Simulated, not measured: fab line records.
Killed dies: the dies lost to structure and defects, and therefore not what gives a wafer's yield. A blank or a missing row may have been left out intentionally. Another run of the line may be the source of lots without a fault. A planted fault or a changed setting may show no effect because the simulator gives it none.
fab line records	flow nand_harc
record: lots: 12	wafers: 36	last_day: 24
route steps=1159 shown A_M1@1049 THIN_TSV@1103 END@1158
lots that met no fault: from a run of the same line without faults
start_h: the number of hours between the record's first day and the start of the first shown wafer of the lot	wait_h: how many hours have passed since the lot's step before this one	" unchanged from the row above	L1.1+2: several wafers, shown together as one row	- no value, or no start was given	* or withheld: withheld	< > ~ a bound
route shown NAME@n: a module of which the file shows steps, and the number in the route of the first	usual: mean and standard deviation over wafers with no fault	same: alike in all rows	chamber/n: place in a boat	sites: each site's reading	_std_site: how widely they spread, as a standard deviation	_edge_site: the outer-site mean with the inner-site mean subtracted	radius_mm: how far each site lies from the wafer's centre	mask NAME#n: copy n	behind: the most recent tool/chamber to have shaped the wafer	hold: what put the lot on hold/how long, in hours/how the hold closed	device: transistor that didn't switch, given as n, p or np	end of line: tests run on the same wafers once the route is complete	where a step has no rows: the recipe by itself	killed: the dies lost at the first sort to structure and to defects; this is not the yield of the wafer	map: the dies of a wafer, with x for killed, . for not killed, _ for no die there
set.NAME: the setting that was run; set.NAME@STEP: the one run at that earlier step	model.NAME: the simulator's own value behind a step, which no gauge read
the route's steps for a sample of lots (tables are steps, rows are wafers)
services: from which hour (start_h, from the record's first day; less than 0 if before it) a tool's chamber was out of use, for how many hours, and why
== steps ==
step: NHARC_A_M1_PVD_21
recipe: target_thk_a: 300	chamber_pressure_pa: 5	power_w: 5000	substrate_temp_c: 30	time_s: 20.49	material: Cu
usual: throttle_valve_pct: 30.2/1.4
lot.wafer	tool	chamber	start_h	wait_h	throttle_valve_pct
L733.3	pvd_sputter-01	-	410.14	-	31.3
L733.1	"	-	"	"	30.8
L733.5	"	-	"	"	29.1
L735.4	pvd_sputter-01	-	410.83	-	30.9
L735.2	"	-	"	"	28.7
L735.5	"	-	"	"	31.4
L734.3	pvd_sputter-02	-	432.72	-	30.9
L734.5	"	-	"	"	31.0
L734.6	"	-	"	"	31.6
L738.2	pvd_sputter-02	-	451.33	-	30.9
L738.3	"	-	"	"	30.0
L738.5	"	-	"	"	30.8
L740.4	pvd_sputter-02	-	457.45	-	31.5
L740.2	"	-	"	"	31.0
L740.6	"	-	"	"	31.8
L744.4	pvd_sputter-02	-	474.77	-	30.3
L744.2	"	-	"	"	28.3
L744.1	"	-	"	"	31.6
L746.1	pvd_sputter-01	-	482.25	-	31.0
L746.4	"	-	"	"	29.1
L746.5	"	-	"	"	28.5
L745.1	pvd_sputter-02	-	485.11	-	30.1
L745.5	"	-	"	"	29.7
L745.6	"	-	"	"	28.5
L748.2	pvd_sputter-01	-	500.17	-	31.2
L748.3	"	-	"	"	28.9
L748.1	"	-	"	"	31.1
L749.3	pvd_sputter-03	-	503.71	-	30.2
L749.4	"	-	"	"	28.2
L749.5	"	-	"	"	32.1
L753.3	pvd_sputter-01	-	533.38	-	30.3
L753.5	"	-	"	"	31.7
L753.6	"	-	"	"	29.0
L754.4	pvd_sputter-03	-	533.82	-	30.3
L754.1	"	-	"	"	31.9
L754.2	"	-	"	"	28.4
step: NHARC_THIN_TSV_THK_MEAS_02
recipe: thk_meas_gauge: ir
usual: thk_nm: 2981/220
lot.wafer	tool	chamber	start_h	wait_h	thk_nm
L733.1	film_metro-02	-	430.54	0.2	2774
L733.3	"	-	"	"	3147
L733.5	"	-	"	"	3230
L735.2	film_metro-01	-	431.74	-	2970
L735.4	"	-	"	"	3302
L735.5	"	-	"	"	3000
L734.3	film_metro-01	-	448.76	-	3050
L734.5	"	-	"	"	3302
L734.6	"	-	"	"	3204
L738.2	film_metro-01	-	473.04	-	3209
L738.3	"	-	"	"	3250
L738.5	"	-	"	"	3125
L740.2	film_metro-01	-	476.62	-	3158
L740.4	"	-	"	"	2897
L740.6	"	-	"	"	2994
L744.1	film_metro-02	-	492.80	0.2	2909
L744.4	"	-	"	"	3015
L746.1	film_metro-01	-	501.20	-	2927
L746.4	"	-	"	"	3005
L746.5	"	-	"	"	2936
L745.1	film_metro-02	-	502.40	0.2	2797
L745.5	"	-	"	"	3002
L748.1	film_metro-01	-	517.97	0.2	2737
L748.2	"	-	"	"	2485
L748.3	"	-	"	"	2779
L749.3	film_metro-01	-	522.33	-	3007
L749.4	"	-	"	"	2985
L749.5	"	-	"	"	3009
L754.1	film_metro-02	-	552.38	0.2	3433
L754.2	"	-	"	"	2997
L754.4	"	-	"	"	3178
L753.3	film_metro-01	-	553.58	-	3148
L753.5	"	-	"	"	2893
L753.6	"	-	"	"	2717
step: NHARC_THIN_TSV_ANNEAL_52
recipe: temp_c: 225	time_s: 90
usual: anneal_temp_c: 225.01/0.18	anneal_temp_c_max: 226.29/0.29	wafer_temp_C_max: 226.08/0.29
lot.wafer	tool	chamber	start_h	wait_h	anneal_temp_c	anneal_temp_c_max	wafer_temp_C_max
L733.1	rtp_anneal-01	0	435.98	0.5	225.22	226.54	226.23
L733.3	"	0	"	"	225.20	226.43	226.34
L733.5	"	0	"	"	225.11	226.38	226.04
L735.2	rtp_anneal-02	0	436.72	0.7	225.48	226.49	225.80
L735.4	"	0	"	"	224.96	226.20	225.92
L735.5	"	0	"	"	225.06	226.45	226.02
L734.3	rtp_anneal-02	0	454.86	0.5	224.98	226.03	225.49
L734.5	"	0	"	"	225.13	226.16	225.64
L734.6	"	0	"	"	224.91	226.17	225.73
L738.2	rtp_anneal-02	0	478.22	0.6	225.05	226.26	226.14
L738.3	"	0	"	"	225.04	226.30	226.09
L738.5	"	0	"	"	224.86	225.85	226.35
L740.2	rtp_anneal-01	0	481.87	0.7	225.23	226.78	226.47
L740.4	"	0	"	"	224.75	225.65	225.92
L740.6	"	0	"	"	225.15	226.86	226.50
L744.1	rtp_anneal-02	0	497.67	0.5	225.09	226.04	225.76
L744.4	"	0	"	"	225.16	226.40	225.86
L746.1	rtp_anneal-01	0	506.67	0.6	225.06	226.68	226.30
L746.4	"	0	"	"	224.71	225.93	226.26
L746.5	"	0	"	"	224.85	226.32	226.35
L745.1	rtp_anneal-02	0	507.70	0.6	224.98	226.21	225.54
L745.5	"	0	"	"	224.95	226.03	225.73
L748.1	rtp_anneal-02	0	523.17	0.7	225.12	226.77	225.91
L748.2	"	0	"	"	225.07	227.06	226.08
L748.3	"	0	"	"	225.38	226.79	225.71
L749.3	rtp_anneal-01	0	527.44	0.4	225.01	226.34	225.90
L749.4	"	0	"	"	225.27	226.48	226.36
L749.5	"	0	"	"	225.19	226.25	225.88
L754.1	rtp_anneal-02	0	557.40	0.5	224.59	225.83	226.45
L754.2	"	0	"	"	224.81	226.32	226.54
L754.4	"	0	"	"	225.04	226.58	226.35
L753.3	rtp_anneal-02	0	558.68	0.5	224.93	226.00	226.07
L753.5	"	0	"	"	224.81	226.16	226.17
L753.6	"	0	"	"	224.70	226.09	226.09
step: NHARC_END_WLT_00
usual: VT_DECK1_BOTTOM: 0.872/0.0074	VT_DECK1_BOTTOM_INNER: 0.872/0.0064	VT_DECK1_MEDIAN_NEAR_BOTTOM: 0.874/0.007	VT_DECK1_MEDIAN_NEAR_BOTTOM_INNER: 0.873/0.0068	VT_DECK1_MIDDLE: 0.885/0.0066	VT_DECK1_MIDDLE_INNER: 0.884/0.007	VT_DECK1_TOP: 0.896/0.0066	VT_DECK1_TOP_INNER: 0.896/0.0061
lot.wafer	tool	chamber	start_h	wait_h	VT_DECK1_BOTTOM	VT_DECK1_BOTTOM_INNER	VT_DECK1_MEDIAN_NEAR_BOTTOM	VT_DECK1_MEDIAN_NEAR_BOTTOM_INNER	VT_DECK1_MIDDLE	VT_DECK1_MIDDLE_INNER	VT_DECK1_TOP	VT_DECK1_TOP_INNER
L733.1	prober-01	-	445.53	0.0	0.878	0.879	0.887	0.882	0.893	0.896	0.906	0.900
L733.3	"	-	"	"	0.880	0.883	0.889	0.880	0.882	0.886	0.898	0.906
L733.5	"	-	447.52	2.0	0.881	0.875	0.881	0.879	0.883	0.883	0.898	0.901
L735.2	prober-01	-	453.78	8.3	0.864	0.867	0.867	0.868	0.881	0.877	0.900	0.894
L735.4	"	-	454.79	9.3	0.872	0.872	0.873	0.868	0.879	0.890	0.894	0.901
L735.5	"	-	"	"	0.874	0.878	0.872	0.866	0.883	0.884	0.894	0.898
L734.3	prober-02	-	467.07	6.3	0.872	0.866	0.869	0.871	0.876	0.876	0.898	0.890
L734.5	"	-	468.08	7.4	0.864	0.864	0.865	0.861	0.881	0.884	0.891	0.895
L734.6	"	-	"	"	0.868	0.868	0.873	0.868	0.874	0.875	0.887	0.892
L738.2	prober-02	-	486.65	0.6	0.873	0.877	0.879	0.879	0.888	0.889	0.905	0.901
L738.3	"	-	"	"	0.877	0.872	0.872	0.874	0.890	0.893	0.902	0.895
L738.5	"	-	488.16	2.1	0.871	0.865	0.880	0.876	0.890	0.886	0.903	0.900
L740.2	prober-02	-	494.43	1.5	0.871	0.871	0.871	0.872	0.883	0.883	0.899	0.893
L740.4	"	-	495.43	2.5	0.876	0.875	0.884	0.871	0.891	0.893	0.900	0.898
L740.6	"	-	496.44	3.5	0.878	0.878	0.886	0.881	0.889	0.891	0.898	0.897
L744.1	prober-02	-	502.85	0.0	0.883	0.881	0.892	0.884	0.897	0.894	0.918	0.906
L744.4	"	-	504.35	1.5	0.879	0.884	0.874	0.886	0.887	0.895	0.900	0.906
L745.1	prober-02	-	514.41	0.1	0.871	0.875	0.872	0.872	0.890	0.887	0.896	0.892
L745.5	"	-	516.39	2.0	0.873	0.868	0.876	0.872	0.884	0.872	0.890	0.884
L746.1	prober-01	-	518.36	4.0	0.865	0.874	0.868	0.867	0.885	0.882	0.903	0.899
L746.4	"	-	519.89	5.5	0.862	0.864	0.871	0.869	0.887	0.879	0.901	0.896
L746.5	"	-	"	"	0.871	0.879	0.864	0.879	0.880	0.884	0.895	0.900
L748.1	prober-02	-	531.12	0.1	0.883	0.877	0.881	0.884	0.890	0.890	0.900	0.898
L748.2	"	-	"	"	0.873	0.870	0.876	0.872	0.890	0.881	0.902	0.895
L748.3	"	-	"	"	0.879	0.863	0.878	0.875	0.886	0.888	0.900	0.903
L749.3	prober-01	-	539.90	5.1	0.865	0.869	0.865	0.857	0.866	0.886	0.887	0.895
L749.4	"	-	"	"	0.863	0.859	0.862	0.862	0.880	0.875	0.893	0.899
L749.5	"	-	"	"	0.864	0.859	0.866	0.863	0.885	0.874	0.885	0.893
L754.1	prober-02	-	566.29	0.1	0.874	0.868	0.863	0.874	0.886	0.888	0.885	0.898
L754.2	"	-	"	"	0.856	0.872	0.871	0.869	0.886	0.868	0.889	0.890
L754.4	"	-	"	"	0.869	0.874	0.881	0.879	0.891	0.883	0.895	0.886
L753.3	prober-01	-	568.79	2.6	0.871	0.879	0.879	0.871	0.877	0.895	0.892	0.890
L753.5	"	-	569.79	3.6	0.876	0.868	0.873	0.873	0.886	0.877	0.893	0.896
L753.6	"	-	"	"	0.885	0.869	0.870	0.871	0.884	0.877	0.901	0.890
step: NHARC_END_SORT_01
recipe: temp_c: 25
usual: defect_limited_yield: 95.1/1.6	killed_at_array: 29/11	killed_at_other: 0.7/1.1	killed_at_periphery: 2.9/2.2	killed_dies: 33/11	killed_open: 3.1/1.8	killed_short: 1.9/1.4	sort_bin_2_pct: 1.6/0.64	sort_bin_3_pct: 0.26/0.18	sort_bin_4_pct: 3.1/1.1	sort_n_pass: 644/11	sort_rim_yield_pct: 95.7/2.8	sort_yield_pct: 95.1/1.6
same: gross_dies: 677	sort_bin_5_pct[%]: 0	sort_bin_6_pct[%]: 0	sort_bin_7_pct[%]: 0	sort_bin_8_pct[%]: 0	sort_rim_n_gross: 106.00
lot.wafer	tool	chamber	start_h	wait_h	hold	defect_limited_yield[%]	killed_at_array	killed_at_other	killed_at_periphery	killed_dies	killed_open	killed_short	sort_bin_2_pct[%]	sort_bin_3_pct[%]	sort_bin_4_pct[%]	sort_n_pass	sort_rim_yield_pct[%]	sort_yield_pct[%]
L733.1	prober-01	0	448.51	2.5	-	96.2	22	0	4	26	2	1	1.3	0	2.5	651	97.2	96.2
L733.3	prober-01	0	450.10	3.1	-	94.2	37	0	2	39	7	2	1.9	0.44	3.4	638	98.1	94.2
L733.5	prober-01	0	451.69	3.7	-	95.4	28	1	2	31	4	0	1.5	0.30	2.8	646	95.3	95.4
L735.2	prober-01	0	457.09	2.8	-	98.5	8	2	0	10	2	2	0.4	0	1.0	667	98.1	98.5
L735.4	prober-01	0	458.69	3.4	-	98.2	10	0	2	12	2	3	0.1	0.15	1.5	665	97.2	98.2
L735.5	prober-01	0	459.48	3.7	-	98.4	8	1	2	11	3	1	0.6	0.30	0.7	666	99.1	98.4
L734.3	prober-02	0	470.70	3.1	-	95.7	25	0	4	29	5	3	2.2	0.15	1.9	648	94.3	95.7
L734.5	prober-02	0	472.30	3.7	-	96.6	20	0	3	23	5	1	0.7	0.44	2.2	654	93.4	96.6
L734.6	prober-02	0	473.10	4.0	-	95.3	29	0	3	32	5	3	1.3	0.30	3.1	645	96.2	95.3
L738.2	prober-02	0	489.96	2.8	-	97.3	15	0	3	18	2	0	0.9	0.30	1.5	659	98.1	97.3
L738.3	prober-02	0	490.75	3.1	-	96.2	17	0	9	26	3	2	1.6	0.30	1.9	651	95.3	96.2
L738.5	prober-02	0	492.34	3.7	-	96.9	14	0	7	21	3	1	0.9	0	2.2	656	96.2	96.9
L740.2	prober-02	0	497.73	2.8	-	96.2	25	1	0	26	2	3	1.5	0.30	2.1	651	95.3	96.2
L740.4	prober-02	0	499.32	3.4	-	96.2	23	0	3	26	1	0	1.2	0.15	2.5	651	97.2	96.2
L740.6	prober-02	0	500.90	4.0	-	95.1	29	0	4	33	3	1	1.9	0	3.0	644	92.5	95.1
L744.1	prober-02	0	505.85	2.5	await_dispo/7.1h/release	95.1	29	1	3	33	2	0	1.9	0.15	2.8	644	97.2	95.1
L744.2	prober-02	0	506.65	2.8	await_dispo/7.1h/release	0	674	1	2	677	1	4	96.2	0.15	3.7	0	0	0
L744.4	prober-02	0	508.25	3.4	await_dispo/7.1h/release	93.8	38	0	4	42	2	0	1.5	0.44	4.3	635	97.2	93.8
L745.1	prober-02	0	517.37	2.5	await_dispo/1.2h/release	97.6	15	0	1	16	1	0	0.7	0.15	1.5	661	96.2	97.6
L745.5	prober-02	0	520.50	3.6	await_dispo/1.2h/release	97.0	12	4	4	20	3	1	0.9	0	2.1	657	99.1	97.0
L745.6	prober-02	0	521.28	3.9	await_dispo/1.2h/release	0	675	0	2	677	1	0	98.4	0	1.6	0	0	0
L746.1	prober-01	0	521.42	2.5	-	92.8	44	1	4	49	5	1	1.9	0.59	4.7	628	89.6	92.8
L746.4	prober-01	0	523.80	3.4	-	92.3	49	3	0	52	2	2	3.0	0	4.7	625	93.4	92.3
L746.5	prober-01	0	524.59	3.7	-	93.6	33	7	3	43	3	1	2.2	0.15	4.0	634	91.5	93.6
L748.1	prober-02	0	534.15	2.5	-	96.3	20	2	3	25	1	5	1.3	0.30	2.1	652	95.3	96.3
L748.2	prober-02	0	534.96	2.8	-	95.9	25	1	2	28	3	1	1.5	0.15	2.5	649	99.1	95.9
L748.3	prober-02	0	535.77	3.1	-	97.6	15	1	0	16	2	4	1.2	0.30	0.9	661	98.1	97.6
L749.3	prober-01	0	543.48	3.1	-	93.1	41	0	6	47	2	2	2.1	0.59	4.3	630	96.2	93.1
L749.4	prober-01	0	544.28	3.4	-	94.4	35	1	2	38	3	2	1.6	0.30	3.7	639	92.5	94.4
L749.5	prober-01	0	545.08	3.7	-	94.7	32	1	3	36	3	3	1.8	0.30	3.2	641	97.2	94.7
L754.1	prober-02	0	569.26	2.5	-	94.7	34	2	0	36	3	2	1.5	0.30	3.5	641	99.1	94.7
L754.2	prober-02	0	570.07	2.8	-	95.1	31	2	0	33	0	3	1.8	0.15	3.0	644	93.4	95.1
L754.4	prober-02	0	571.69	3.4	-	95.1	26	6	1	33	2	1	2.2	0.30	2.4	644	94.3	95.1
L753.3	prober-01	0	572.43	3.1	-	95.0	33	1	0	34	4	0	1.2	0.30	3.5	643	90.6	95.0
L753.5	prober-01	0	574.06	3.8	-	95.0	33	0	1	34	2	1	1.5	0.15	3.4	643	93.4	95.0
L753.6	prober-01	0	574.88	4.1	-	94.8	35	0	0	35	0	4	1.9	0.30	3.0	642	97.2	94.8
killed by level:class
L733.1 A_CHANNEL_HOLE_D1:chamber_film_flake=9 A_SLIT:chamber_film_flake=7 P_GATE:chamber_film_flake=2 A_CONTACT:chamber_film_flake=2 P_GATE:geometric_particle:open=1 A_SOURCE_PLATE:geometric_particle:open=1 A_M0:geometric_particle:short=1 P_STI:chamber_film_flake=1
L733.3 A_CHANNEL_HOLE_D1:chamber_film_flake=15 A_SLIT:chamber_film_flake=10 A_WL_FILL:geometric_particle:open=2 A_CONTACT:geometric_particle:open=2 P_CONTACT:geometric_particle:open=1 A_SOURCE_PLATE:geometric_particle:short=1 A_SOURCE_PLATE:geometric_particle:open=1 A_M0:geometric_particle:short=1
L733.5 A_SLIT:chamber_film_flake=12 A_CHANNEL_HOLE_D1:chamber_film_flake=8 P_CONTACT:chamber_film_flake=2 A_CHANNEL_FILL_D1:geometric_particle:open=1 A_WL_FILL:geometric_particle:open=1 A_CONTACT:geometric_particle:open=1 A_M0:geometric_particle:open=1 A_ZERO_WELL:chamber_film_flake=1
L735.2 A_CHANNEL_HOLE_D1:chamber_film_flake=3 A_CONTACT:geometric_particle:open=2 THIN_TSV:chamber_film_flake=2 A_WL_FILL:geometric_particle:short=1 A_BLC:geometric_particle:short=1 A_STAIRCASE:chamber_film_flake=1
L735.4 A_CONTACT:geometric_particle:open=2 A_CHANNEL_HOLE_D1:chamber_film_flake=2 A_STAIRCASE:chamber_film_flake=2 P_M1:geometric_particle:short=1 P_BONDPAD:geometric_particle:short=1 A_SGD_CUT:geometric_particle:short=1 A_ZERO_WELL:chamber_film_flake=1 A_CHANNEL_FILL_D1:chamber_film_flake=1
L735.5 A_CONTACT:geometric_particle:open=2 A_CHANNEL_HOLE_D1:chamber_film_flake=2 A_SLIT:chamber_film_flake=2 A_CHANNEL_FILL_D1:geometric_particle:open=1 A_CONTACT:geometric_particle:short=1 P_STI:chamber_film_flake=1 P_GATE:chamber_film_flake=1 THIN_TSV:chamber_film_flake=1
L734.3 A_CHANNEL_HOLE_D1:chamber_film_flake=15 A_CONTACT:geometric_particle:open=3 P_CONTACT:chamber_film_flake=2 A_CONTACT:chamber_film_flake=2 P_M0:geometric_particle:open=1 P_BONDPAD:geometric_particle:open=1 A_STAIRCASE:geometric_particle:short=1 A_CONTACT:geometric_particle:short=1
L734.5 A_CHANNEL_HOLE_D1:chamber_film_flake=12 A_CONTACT:chamber_film_flake=3 A_CONTACT:geometric_particle:open=2 P_M0:geometric_particle:open=1 P_M1:geometric_particle:open=1 A_ONON_D1:geometric_particle:open=1 A_M0:geometric_particle:short=1 P_GATE:chamber_film_flake=1
L734.6 A_CHANNEL_HOLE_D1:chamber_film_flake=16 A_CONTACT:chamber_film_flake=5 A_M0:geometric_particle:open=2 P_STI:geometric_particle:short=1 P_M0:geometric_particle:open=1 A_ONON_D1:geometric_particle:short=1 A_ONON_D1:geometric_particle:open=1 A_CHANNEL_FILL_D1:geometric_particle:short=1
L738.2 A_ZERO_WELL:chamber_film_flake=4 A_CONTACT:chamber_film_flake=4 A_CHANNEL_FILL_D1:geometric_particle:open=2 P_GATE:chamber_film_flake=2 A_CHANNEL_HOLE_D1:chamber_film_flake=2 P_ZERO_WELL:chamber_film_flake=1 A_STAIRCASE:chamber_film_flake=1 A_SLIT:chamber_film_flake=1
L738.3 P_GATE:chamber_film_flake=4 A_CHANNEL_HOLE_D1:chamber_film_flake=4 A_CONTACT:geometric_particle:open=2 A_ZERO_WELL:chamber_film_flake=2 A_STAIRCASE:chamber_film_flake=2 A_SLIT:chamber_film_flake=2 A_CONTACT:chamber_film_flake=2 P_M0:geometric_particle:open=1
L738.5 A_CONTACT:chamber_film_flake=8 P_ZERO_WELL:chamber_film_flake=2 P_M1:chamber_film_flake=2 P_M0:geometric_particle:open=1 A_CHANNEL_HOLE_D1:geometric_particle:open=1 A_CONTACT:geometric_particle:short=1 A_CONTACT:geometric_particle:open=1 P_STI:chamber_film_flake=1
L740.2 A_CHANNEL_HOLE_D1:chamber_film_flake=16 A_STAIRCASE:chamber_film_flake=3 A_CONTACT:geometric_particle:open=2 A_CONTACT:chamber_film_flake=2 A_WL_FILL:geometric_particle:short=1 A_CONTACT:geometric_particle:short=1 STARTING-WAFER:geometric_particle:short=1
L740.4 A_CHANNEL_HOLE_D1:chamber_film_flake=13 A_CONTACT:chamber_film_flake=5 A_STAIRCASE:chamber_film_flake=2 A_CONTACT:geometric_particle:open=1 P_ZERO_WELL:chamber_film_flake=1 P_STI:chamber_film_flake=1 P_M1:chamber_film_flake=1 A_ZERO_WELL:chamber_film_flake=1
L740.6 A_CHANNEL_HOLE_D1:chamber_film_flake=18 A_CONTACT:chamber_film_flake=7 A_STAIRCASE:chamber_film_flake=2 P_CONTACT:geometric_particle:open=1 P_M0:geometric_particle:open=1 P_M1:geometric_particle:short=1 A_CHANNEL_FILL_D1:geometric_particle:open=1 P_GATE:chamber_film_flake=1
L744.1 A_CHANNEL_HOLE_D1:chamber_film_flake=19 A_SLIT:chamber_film_flake=8 P_STI:chamber_film_flake=3 A_BLC:geometric_particle:open=1 STARTING-WAFER:geometric_particle:open=1 A_CONTACT:chamber_film_flake=1
L744.2 A_M1:area_pvd=635 A_CHANNEL_HOLE_D1:chamber_film_flake=17 A_SLIT:chamber_film_flake=13 A_WL_FILL:chamber_film_flake=2 A_STAIRCASE:chamber_film_flake=2 A_CHANNEL_FILL_D1:geometric_particle:short=1 A_SGD_CUT:geometric_particle:open=1 A_WL_FILL:geometric_particle:short=1
L744.4 A_CHANNEL_HOLE_D1:chamber_film_flake=19 A_SLIT:chamber_film_flake=14 P_STI:chamber_film_flake=4 A_ONON_D1:geometric_particle:open=1 A_CHANNEL_HOLE_D1:geometric_particle:open=1 A_ZERO_WELL:chamber_film_flake=1 A_STAIRCASE:chamber_film_flake=1 A_WL_FILL:chamber_film_flake=1
L745.1 A_STAIRCASE:chamber_film_flake=6 A_CHANNEL_HOLE_D1:chamber_film_flake=3 A_CHANNEL_FILL_D1:chamber_film_flake=3 A_ONON_D1:geometric_particle:open=1 P_STI:chamber_film_flake=1 A_WL_FILL:chamber_film_flake=1 A_CONTACT:chamber_film_flake=1
L745.5 A_CHANNEL_HOLE_D1:chamber_film_flake=7 A_STAIRCASE:chamber_film_flake=3 P_STI:chamber_film_flake=2 THIN_TSV:chamber_film_flake=2 P_CONTACT:geometric_particle:open=1 P_M0:geometric_particle:open=1 A_ONON_D1:geometric_particle:open=1 STARTING-WAFER:geometric_particle:short=1
L745.6 A_M1:area_pvd=660 A_STAIRCASE:chamber_film_flake=9 A_CHANNEL_HOLE_D1:chamber_film_flake=3 A_CONTACT:geometric_particle:open=1 P_ZERO_WELL:chamber_film_flake=1 P_STI:chamber_film_flake=1 A_CHANNEL_FILL_D1:chamber_film_flake=1 A_SLIT:chamber_film_flake=1
L746.1 A_SLIT:chamber_film_flake=18 A_CHANNEL_HOLE_D1:chamber_film_flake=17 A_STAIRCASE:chamber_film_flake=3 A_CONTACT:chamber_film_flake=3 P_STI:geometric_particle:open=1 P_CONTACT:geometric_particle:open=1 P_M1:geometric_particle:open=1 A_SOURCE_PLATE:geometric_particle:short=1
L746.4 A_SLIT:chamber_film_flake=21 A_CHANNEL_HOLE_D1:chamber_film_flake=18 A_STAIRCASE:chamber_film_flake=3 THIN_TSV:chamber_film_flake=3 A_CONTACT:chamber_film_flake=2 A_SOURCE_PLATE:geometric_particle:open=1 A_CHANNEL_FILL_D1:geometric_particle:short=1 A_WL_FILL:geometric_particle:short=1
L746.5 A_CHANNEL_HOLE_D1:chamber_film_flake=17 A_SLIT:chamber_film_flake=8 A_STAIRCASE:chamber_film_flake=6 THIN_TSV:chamber_film_flake=6 P_GATE:geometric_particle:open=1 P_M1:geometric_particle:open=1 A_CONTACT:geometric_particle:short=1 A_BLC:geometric_particle:open=1
L748.1 A_STAIRCASE:chamber_film_flake=6 A_CHANNEL_HOLE_D1:chamber_film_flake=5 P_STI:chamber_film_flake=3 A_ONON_D1:geometric_particle:short=2 A_CONTACT:chamber_film_flake=2 A_SLIT:chamber_film_flake=2 A_ONON_D1:geometric_particle:open=1 A_CHANNEL_FILL_D1:geometric_particle:short=1
L748.2 A_CHANNEL_HOLE_D1:chamber_film_flake=9 A_STAIRCASE:chamber_film_flake=4 A_SLIT:chamber_film_flake=4 A_CONTACT:chamber_film_flake=4 P_STI:chamber_film_flake=2 A_SOURCE_PLATE:geometric_particle:open=1 A_ONON_D1:geometric_particle:open=1 A_BLC:geometric_particle:open=1
L748.3 A_CHANNEL_HOLE_D1:chamber_film_flake=8 A_ONON_D1:geometric_particle:short=2 A_ONON_D1:geometric_particle:open=1 A_CONTACT:geometric_particle:open=1 A_M0:geometric_particle:short=1 STARTING-WAFER:geometric_particle:short=1 A_STAIRCASE:chamber_film_flake=1 A_CONTACT:chamber_film_flake=1
L749.3 A_SLIT:chamber_film_flake=21 A_CONTACT:chamber_film_flake=6 A_CHANNEL_HOLE_D1:chamber_film_flake=5 A_STAIRCASE:chamber_film_flake=3 P_STI:chamber_film_flake=2 P_GATE:chamber_film_flake=2 A_CHANNEL_FILL_D1:chamber_film_flake=2 A_BLC:chamber_film_flake=2
L749.4 A_SLIT:chamber_film_flake=18 A_CHANNEL_HOLE_D1:chamber_film_flake=5 A_CONTACT:chamber_film_flake=4 A_ZERO_WELL:chamber_film_flake=3 A_CONTACT:geometric_particle:open=2 P_GATE:chamber_film_flake=2 A_WL_FILL:geometric_particle:open=1 A_CONTACT:geometric_particle:short=1
L749.5 A_SLIT:chamber_film_flake=13 A_CHANNEL_HOLE_D1:chamber_film_flake=5 A_CONTACT:chamber_film_flake=5 A_STAIRCASE:chamber_film_flake=4 A_M0:geometric_particle:open=2 P_STI:chamber_film_flake=2 A_CHANNEL_FILL_D1:geometric_particle:short=1 A_WL_FILL:geometric_particle:short=1
L754.1 A_SLIT:chamber_film_flake=16 A_CHANNEL_HOLE_D1:chamber_film_flake=8 A_WL_FILL:chamber_film_flake=3 A_CONTACT:geometric_particle:short=2 A_CONTACT:chamber_film_flake=2 HYBRID_BOND:chamber_film_flake=2 A_SGD_CUT:geometric_particle:open=1 A_BLC:geometric_particle:open=1
L754.2 A_SLIT:chamber_film_flake=18 A_CHANNEL_HOLE_D1:chamber_film_flake=4 A_STAIRCASE:chamber_film_flake=2 A_CONTACT:chamber_film_flake=2 HYBRID_BOND:chamber_film_flake=2 A_ONON_D1:geometric_particle:short=1 A_WL_FILL:geometric_particle:short=1 A_M0:geometric_particle:short=1
L754.4 A_SLIT:chamber_film_flake=14 A_CHANNEL_HOLE_D1:chamber_film_flake=8 HYBRID_BOND:chamber_film_flake=4 A_WL_FILL:chamber_film_flake=2 P_CONTACT:geometric_particle:open=1 A_ONON_D1:geometric_particle:short=1 A_WL_FILL:geometric_particle:open=1 THIN_TSV:chamber_film_flake=1
L753.3 A_SLIT:chamber_film_flake=11 A_STAIRCASE:chamber_film_flake=10 A_CHANNEL_HOLE_D1:chamber_film_flake=5 A_CONTACT:chamber_film_flake=4 A_CHANNEL_HOLE_D1:geometric_particle:open=1 A_CONTACT:geometric_particle:open=1 A_BLC:geometric_particle:open=1 STARTING-WAFER:geometric_particle:open=1
L753.5 A_SLIT:chamber_film_flake=11 A_CHANNEL_HOLE_D1:chamber_film_flake=8 A_CONTACT:chamber_film_flake=6 A_STAIRCASE:chamber_film_flake=5 A_WL_FILL:geometric_particle:short=1 A_WL_FILL:geometric_particle:open=1 A_CONTACT:geometric_particle:open=1 P_GATE:chamber_film_flake=1
L753.6 A_SLIT:chamber_film_flake=17 A_CHANNEL_HOLE_D1:chamber_film_flake=7 A_STAIRCASE:chamber_film_flake=4 A_WL_FILL:geometric_particle:short=3 A_CONTACT:chamber_film_flake=3 A_CHANNEL_FILL_D1:geometric_particle:short=1
== services ==
tool	chamber	start_h	hours	kind
pvd_sputter-02	-	392.01	10.0	pm
pvd_sputter-02	-	411.04	2.2	repair
pvd_sputter-01	-	458.60	0.9	repair
pvd_sputter-03	-	459.21	10.0	pm
pvd_sputter-03	-	481.22	5.5	repair
pvd_sputter-01	-	483.70	3.6	repair
pvd_sputter-01	-	514.03	10.0	pm
== key ==
first_sign: step: NHARC_END_SORT_01	reading: sort_bin_2_pct	direction: up	sigmas: 99+	usual: 1.6	struck: 97.3
effect: step: NHARC_END_SORT_01	reading: defect_limited_yield	direction: down	sigmas: 58	usual: 95.1	struck: 0
more_kills_born_at: NHARC_A_M1_PVD_21@pvd_sputter-02: 1295
met_at NHARC_A_M1_PVD_21
struck_lots L744,L745
struck_wafers L744.2,L745.6
later_rows_left_out L744.2,L745.6
not_acting_at NHARC_THIN_TSV_THK_MEAS_02,NHARC_THIN_TSV_ANNEAL_52,NHARC_END_WLT_00
fault: kind: process_parameter_drift	tool: pvd_sputter-02	chamber: -	onset_h: 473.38	steps: NHARC_A_M1_PVD_21	channel: target_thk_a	offset: *	shape: step	end_h: 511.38	acts_in: *	stated: *	scope: struck_wafers_only
later_rows_left_out: the simulator's readings of these wafers behind a module that went badly wrong aren't trusted and aren't shown, but for the sort
